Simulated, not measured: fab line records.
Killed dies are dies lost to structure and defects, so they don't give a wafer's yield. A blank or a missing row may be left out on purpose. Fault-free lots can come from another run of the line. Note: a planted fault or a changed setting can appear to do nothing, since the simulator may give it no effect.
A sampling plan put to the test ; flow n5_finfet ; 33 faults told of in these records, all on one fab line, each judged by the records of the lots it struck
Plan = the line's own looks (route steps where a gauge or an inspection reads the wafer without altering it). A look can be judged if struck wafers have a number there and the file gives its usual mean and standard deviation on fault-free wafers. Caught: the struck wafers' mean, at a look after the fault's first step, is 4 or more of those standard deviations (sigma) away from the usual mean. On the tool: the fault's steps, tested the same way using the tool's own readings. A different recipe on the struck wafers counts as caught too, as does a record blank only for those wafers.

## THE FAULTS, as the simulator had put them in
1. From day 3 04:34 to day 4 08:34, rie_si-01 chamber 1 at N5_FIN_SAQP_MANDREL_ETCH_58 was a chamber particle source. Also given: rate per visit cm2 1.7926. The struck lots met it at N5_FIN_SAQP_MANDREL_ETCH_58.
2. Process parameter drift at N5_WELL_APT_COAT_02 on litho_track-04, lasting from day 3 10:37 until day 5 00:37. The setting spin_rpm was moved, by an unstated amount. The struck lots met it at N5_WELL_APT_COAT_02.
3. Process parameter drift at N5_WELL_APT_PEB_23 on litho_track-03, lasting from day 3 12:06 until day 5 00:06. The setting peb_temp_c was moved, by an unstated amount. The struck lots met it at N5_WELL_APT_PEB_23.
4. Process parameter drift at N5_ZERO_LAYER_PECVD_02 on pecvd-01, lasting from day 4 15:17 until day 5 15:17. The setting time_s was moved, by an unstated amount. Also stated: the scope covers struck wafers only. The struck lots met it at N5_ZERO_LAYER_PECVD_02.
5. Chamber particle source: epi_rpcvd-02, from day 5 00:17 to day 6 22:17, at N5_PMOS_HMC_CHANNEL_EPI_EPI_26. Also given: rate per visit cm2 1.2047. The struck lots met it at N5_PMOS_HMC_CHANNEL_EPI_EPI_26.
6. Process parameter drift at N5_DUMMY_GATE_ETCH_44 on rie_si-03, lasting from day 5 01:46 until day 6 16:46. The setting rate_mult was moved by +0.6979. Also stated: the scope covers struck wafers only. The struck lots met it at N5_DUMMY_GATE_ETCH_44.
7. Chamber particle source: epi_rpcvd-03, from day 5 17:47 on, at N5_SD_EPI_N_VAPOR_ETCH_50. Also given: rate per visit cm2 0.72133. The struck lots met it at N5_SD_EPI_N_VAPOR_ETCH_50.
8. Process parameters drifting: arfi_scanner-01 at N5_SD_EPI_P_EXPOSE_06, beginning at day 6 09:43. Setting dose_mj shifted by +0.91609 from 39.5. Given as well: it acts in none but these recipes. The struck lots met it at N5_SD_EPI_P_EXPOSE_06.
9. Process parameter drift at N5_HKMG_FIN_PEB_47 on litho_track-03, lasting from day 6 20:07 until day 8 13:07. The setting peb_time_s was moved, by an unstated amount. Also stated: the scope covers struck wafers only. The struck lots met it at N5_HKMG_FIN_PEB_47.
10. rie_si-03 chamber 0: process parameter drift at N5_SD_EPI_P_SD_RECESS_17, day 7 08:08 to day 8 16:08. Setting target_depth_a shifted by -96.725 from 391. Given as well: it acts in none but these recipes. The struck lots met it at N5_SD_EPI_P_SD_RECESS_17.
11. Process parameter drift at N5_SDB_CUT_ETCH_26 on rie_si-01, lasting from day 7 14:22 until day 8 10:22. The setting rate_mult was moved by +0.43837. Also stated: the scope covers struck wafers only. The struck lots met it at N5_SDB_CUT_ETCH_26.
12. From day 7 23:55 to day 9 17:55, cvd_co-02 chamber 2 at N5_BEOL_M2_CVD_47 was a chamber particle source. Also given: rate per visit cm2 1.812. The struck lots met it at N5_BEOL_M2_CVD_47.
13. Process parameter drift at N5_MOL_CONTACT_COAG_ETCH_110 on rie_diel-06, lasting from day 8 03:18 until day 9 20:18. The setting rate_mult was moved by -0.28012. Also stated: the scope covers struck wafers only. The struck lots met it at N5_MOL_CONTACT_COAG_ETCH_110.
14. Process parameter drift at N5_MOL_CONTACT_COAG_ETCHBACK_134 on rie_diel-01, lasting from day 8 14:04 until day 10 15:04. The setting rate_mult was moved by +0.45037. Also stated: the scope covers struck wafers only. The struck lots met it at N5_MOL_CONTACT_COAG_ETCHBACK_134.
15. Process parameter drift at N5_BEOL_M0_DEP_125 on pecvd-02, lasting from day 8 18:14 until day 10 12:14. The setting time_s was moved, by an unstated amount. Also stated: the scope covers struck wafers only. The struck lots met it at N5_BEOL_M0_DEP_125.
16. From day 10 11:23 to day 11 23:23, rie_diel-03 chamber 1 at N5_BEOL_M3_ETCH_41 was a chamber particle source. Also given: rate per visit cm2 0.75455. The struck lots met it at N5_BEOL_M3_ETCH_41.
17. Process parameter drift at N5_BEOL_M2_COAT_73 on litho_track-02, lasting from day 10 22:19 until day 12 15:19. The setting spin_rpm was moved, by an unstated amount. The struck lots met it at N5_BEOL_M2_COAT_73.
18. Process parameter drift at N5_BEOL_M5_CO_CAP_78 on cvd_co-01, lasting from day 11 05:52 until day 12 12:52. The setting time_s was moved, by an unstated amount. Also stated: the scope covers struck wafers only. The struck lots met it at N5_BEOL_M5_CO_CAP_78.
19. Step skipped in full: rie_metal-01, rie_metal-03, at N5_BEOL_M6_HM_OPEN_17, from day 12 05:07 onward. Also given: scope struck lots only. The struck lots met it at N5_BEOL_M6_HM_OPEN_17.
20. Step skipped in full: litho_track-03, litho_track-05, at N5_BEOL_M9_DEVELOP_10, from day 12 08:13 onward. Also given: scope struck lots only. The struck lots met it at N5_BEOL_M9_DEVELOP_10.
21. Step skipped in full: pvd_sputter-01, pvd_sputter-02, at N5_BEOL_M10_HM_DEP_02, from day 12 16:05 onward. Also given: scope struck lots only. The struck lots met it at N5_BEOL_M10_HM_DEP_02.
22. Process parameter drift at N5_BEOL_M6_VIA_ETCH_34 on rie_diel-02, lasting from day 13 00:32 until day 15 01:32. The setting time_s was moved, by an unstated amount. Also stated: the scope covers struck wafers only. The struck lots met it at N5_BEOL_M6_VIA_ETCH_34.
23. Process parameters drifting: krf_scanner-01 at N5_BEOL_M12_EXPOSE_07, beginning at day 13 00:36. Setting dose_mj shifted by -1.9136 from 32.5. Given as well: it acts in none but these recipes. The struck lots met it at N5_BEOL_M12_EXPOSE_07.
24. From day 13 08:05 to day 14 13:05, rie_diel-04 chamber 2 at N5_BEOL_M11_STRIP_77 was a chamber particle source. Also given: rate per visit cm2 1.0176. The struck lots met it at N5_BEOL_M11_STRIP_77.
25. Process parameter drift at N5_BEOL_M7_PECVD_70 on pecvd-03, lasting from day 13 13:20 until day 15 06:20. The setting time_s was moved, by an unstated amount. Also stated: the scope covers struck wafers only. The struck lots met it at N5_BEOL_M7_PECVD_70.
26. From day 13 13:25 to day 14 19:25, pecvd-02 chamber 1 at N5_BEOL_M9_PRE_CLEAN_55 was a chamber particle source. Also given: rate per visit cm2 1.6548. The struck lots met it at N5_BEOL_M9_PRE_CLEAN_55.
27. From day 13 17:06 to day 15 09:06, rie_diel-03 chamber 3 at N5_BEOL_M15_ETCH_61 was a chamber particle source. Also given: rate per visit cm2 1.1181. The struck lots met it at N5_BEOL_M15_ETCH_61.
28. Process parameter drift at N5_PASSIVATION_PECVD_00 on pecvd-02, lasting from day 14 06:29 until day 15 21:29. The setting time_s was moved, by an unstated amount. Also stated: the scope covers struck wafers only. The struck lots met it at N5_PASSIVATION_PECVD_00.
29. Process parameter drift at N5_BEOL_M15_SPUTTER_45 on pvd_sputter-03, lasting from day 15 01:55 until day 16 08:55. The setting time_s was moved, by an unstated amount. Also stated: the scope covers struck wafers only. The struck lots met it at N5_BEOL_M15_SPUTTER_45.
30. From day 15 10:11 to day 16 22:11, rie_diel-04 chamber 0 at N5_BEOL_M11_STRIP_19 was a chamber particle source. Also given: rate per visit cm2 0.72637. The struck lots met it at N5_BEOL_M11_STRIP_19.
31. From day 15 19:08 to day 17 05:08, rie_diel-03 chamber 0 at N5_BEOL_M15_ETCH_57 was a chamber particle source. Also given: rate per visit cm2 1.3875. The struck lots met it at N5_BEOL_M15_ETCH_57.
32. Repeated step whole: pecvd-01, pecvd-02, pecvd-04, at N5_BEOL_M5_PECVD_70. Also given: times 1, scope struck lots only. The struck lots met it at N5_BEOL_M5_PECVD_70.
33. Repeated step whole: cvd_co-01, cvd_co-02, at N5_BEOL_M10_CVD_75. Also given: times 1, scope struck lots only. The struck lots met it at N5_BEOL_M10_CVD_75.

## WHAT THE PLAN SAW
fault;on the tool itself;first look that catches it;reading, sigma;median hours from its first step to that look;hours from the fault's start to the first struck lot there;judged looks passed uncaught
1;under 2 sigma;N5_FIN_SAQP_INSPECT_40;raw_defect_count +17;1.9;16;1
2;spin_speed_rpm +52 sigma;none of the 4 looks that can be judged after it;-;-;-;4
3;plate_temp_C +32 sigma;N5_WELL_APT_CD_MEAS_25;cd_nm +7.9;0.1;3;0
4;under 2 sigma;not the one look that can be judged after it;-;-;-;1
5;under 2 sigma;N5_PMOS_HMC_CHANNEL_EPI_INSPECT_30;raw_defect_count +99 or beyond;0.4;4;0
6;under 2 sigma;none of the 2 looks that can be judged after it;-;-;-;2
7;under 2 sigma;N5_SD_EPI_N_INSPECT_26;raw_defect_count +10;2.5;4;1
8;only faintly: exposure_dose_mJ_cm2 +3.8 sigma;none of the 4 looks that can be judged after it;-;-;-;4
9;no reading that can be judged;none of the 3 looks that can be judged after it;strongest: cd_nm at N5_HKMG_FIN_CD_MEAS_49, -3.5;-;-;3
10;under 2 sigma;N5_BEOL_M4_RC_MEAS_101;CJ_P -10;125.1;132;0
11;under 2 sigma;not the one look that can be judged after it;-;-;-;1
12;no reading that can be judged;not the one look that can be judged after it;-;-;-;1
13;under 2 sigma;not the one look that can be judged after it;-;-;-;1
14;under 2 sigma;not the one look that can be judged after it;-;-;-;1
15;under 2 sigma;none of the 2 looks that can be judged after it;-;-;-;2
16;under 2 sigma;none of the 2 looks that can be judged after it;-;-;-;2
17;spin_speed_rpm +99 or beyond sigma;none of the 4 looks that can be judged after it;-;-;-;4
18;run_length_s -57 sigma;no look after it can be judged;-;-;-;0
19;the tool's record is blank for the struck wafers;no look after it can be judged;-;-;-;0
20;no reading that can be judged;no look after it can be judged;-;-;-;0
21;the tool's record is blank for the struck wafers;not the one look that can be judged after it;-;-;-;1
22;run_length_s +50 sigma;no look after it can be judged;-;-;-;0
23;exposure_dose_mJ_cm2 -49 sigma;not the one look that can be judged after it;strongest: cd_nm at N5_BEOL_M12_CD_MEAS_10, -3.2;-;-;1
24;only faintly: oes_product_au +2.2 sigma;none of the 2 looks that can be judged after it;-;-;-;2
25;under 2 sigma;no look after it can be judged;-;-;-;0
26;under 2 sigma;N5_BEOL_M9_INSPECT_58;raw_defect_count +55;0.1;9;0
27;under 2 sigma;no look after it can be judged;-;-;-;0
28;under 2 sigma;no look after it can be judged;-;-;-;0
29;under 2 sigma;not the one look that can be judged after it;-;-;-;1
30;under 2 sigma;N5_BEOL_M11_INSPECT_30;raw_defect_count +4.5;1.4;3;1
31;under 2 sigma;not the one look that can be judged after it;-;-;-;1
32;under 2 sigma;no look after it can be judged;-;-;-;0
33;no reading that can be judged;no look after it can be judged;-;-;-;0
Dash: fault not caught, or number not given in these records.

Caught at a look: 7 of 33. Caught on the tool: 8 of 33. By one or the other: 14 of 33.
Faults caught by the tool alone: 2, 17, 18, 19, 21, 22, 23.
Caught at a look alone: faults 1, 5, 7, 10, 26, 30.
Caught by neither: faults 4, 6, 8, 9, 11, 12, 13, 14, 15, 16, 20, 24, 25, 27, 28, 29, 31, 32, 33.

## THINNER SAMPLING
In the worst case, this is how late the first struck lot would be measured if the look that catches a fault measured only every second or every third lot, by lot number:
fault;struck lots at that look, in order of time;every lot;every second lot;every third lot
1;L554;16 h;may miss it;may miss it
3;L790, L794;3 h;may miss all 2;may miss all 2
5;L940, L941;4 h;10 h;may miss all 2
7;L458, L462;4 h;may miss all 2;may miss all 2
10;L217, L218;132 h;136 h;may miss all 2
26;L791;9 h;may miss it;may miss it
30;L898, L896;3 h;may miss all 2;may miss all 2
The hour figures run from when the fault began to the first measured lot among those it struck. The test against the limit of 4 sigma pooled every struck wafer, which means one lot taken alone may stay below that limit. Other struck lots may not be in these records.

## THE LONGEST TIMED WAY FROM STEP TO LOOK
For fault 10, N5_SD_EPI_P_SD_RECESS_17 and N5_BEOL_M4_RC_MEAS_101 are separated by a median of 125.1 hours. No look between them can be judged.
